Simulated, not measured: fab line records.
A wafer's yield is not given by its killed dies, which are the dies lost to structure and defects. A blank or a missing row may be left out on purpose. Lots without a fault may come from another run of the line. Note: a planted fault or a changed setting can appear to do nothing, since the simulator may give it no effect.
Matching of chambers	flow nandHarc	NHARC_A_STAIRCASE_STRIP_476 on rieDiel-13: 4 sister chambers
The step strips in O2, time 20 s. 8 wafers are shown with their chamber, then 9 later ones without.

WAFERS, EACH WITH ITS CHAMBER
wafer	chamber	showerheadPlenumPTorr (Torr)	drypumpMotorCurrentA (A)
L085.2	3	3.53	6.0
L091.2	3	3.52	5.9
L091.6	0	3.61	5.9
L093.4	2	3.38	5.8
L093.6	1	3.59	6.0
L090.1	0	3.61	5.9
L090.5	2	3.38	5.8
L090.6	1	3.59	5.9

WAFERS WITH NO CHAMBER GIVEN
wafer	showerheadPlenumPTorr (Torr)	drypumpMotorCurrentA (A)
L094.1	3.59	6.0
L094.2	3.37	5.8
L094.4	3.60	5.9
L095.2	3.37	5.8
L095.3	3.51	6.0
L095.6	3.60	5.8
L097.2	3.37	5.8
L097.4	3.51	5.9
L097.5	3.51	5.9

THE CHAMBER EACH PASSED THROUGH
wafer	from the rows above	in truth
L094.1	1	1
L094.2	2	2
L094.4	can't be placed: 0 or 1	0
L095.2	2	2
L095.3	3	3
L095.6	can't be placed: 0 or 1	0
L097.2	2	2
L097.4	3	3
L097.5	3	3
Correctly placed: 7 of 9. Unplaceable from these rows: 2, with the true chamber sitting among the candidates in 2. Number placed wrongly: 0.
How it was worked out, from the rows above alone: a wafer's distance from a chamber is the root of the sum, over the readings, of the square of ((its reading less the chamber's mean) divided by the reading's scatter). The wafer belongs to the nearest chamber; if the next one is less than 2 further off, it can't be placed. A chamber's mean is the mean of its shown wafers. The scatter is the square root of a quotient: the sum, over the shown wafers, of each reading's squared deviation from its chamber's mean, divided by wafers minus chambers.
